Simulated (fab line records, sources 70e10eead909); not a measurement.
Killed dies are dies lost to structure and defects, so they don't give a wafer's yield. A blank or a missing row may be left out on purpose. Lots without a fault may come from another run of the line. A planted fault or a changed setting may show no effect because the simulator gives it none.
Chamber matching | flow nand_harc | NHARC_A_BONDPAD_STRIP_15 on rie_diel-04: 4 sister chambers
The step strips in O2. 8 wafers are shown with their chamber, then 9 later ones without.

WAFERS WITH THEIR CHAMBER
wafer  | chamber | showerhead_plenum_p_Torr (Torr) | drypump_motor_current_A (A)
L353.3 | 0       | 3.65                            | 5.1
L355.6 | 0       | 3.65                            | 5.1
L356.2 | 2       | 3.76                            | 5.7
L356.3 | 3       | 3.51                            | 5.3
L356.4 | 1       | 3.30                            | 6.1
L362.2 | 3       | 3.51                            | 5.3
L362.5 | 2       | 3.75                            | 5.7
L362.6 | 1       | 3.30                            | 6.2

WAFERS WITHOUT THEIR CHAMBER
wafer  | showerhead_plenum_p_Torr (Torr) | drypump_motor_current_A (A)
L365.2 | 3.30                            | 6.2
L365.4 | 3.75                            | 5.7
L365.5 | 3.65                            | 5.2
L368.1 | 3.65                            | 5.1
L368.3 | 3.51                            | 5.3
L368.4 | 3.75                            | 5.7
L369.1 | 3.51                            | 5.3
L369.4 | 3.30                            | 6.1
L369.6 | 3.65                            | 5.1

WHICH CHAMBER EACH WENT THROUGH
wafer  | from the rows above | in truth
L365.2 | 1                   | 1
L365.4 | 2                   | 2
L365.5 | 0                   | 0
L368.1 | 0                   | 0
L368.3 | 3                   | 3
L368.4 | 2                   | 2
L369.1 | 3                   | 3
L369.4 | 1                   | 1
L369.6 | 0                   | 0
Placed correctly: 9 of 9. Can't be placed from these rows: 0. Placed wrongly: 0.
How it was worked out, from the rows above alone: a wafer's distance from a chamber is the root of the sum, over the readings, of the square of ((its reading less the chamber's mean) divided by the reading's scatter). The wafer belongs to the nearest chamber; if the next one is less than 2 further off, it can't be placed. A chamber's mean is the mean of its shown wafers. The scatter: the root of (the sum of the squares of (reading less its chamber's mean) over the shown wafers, divided by (wafers less chambers)).
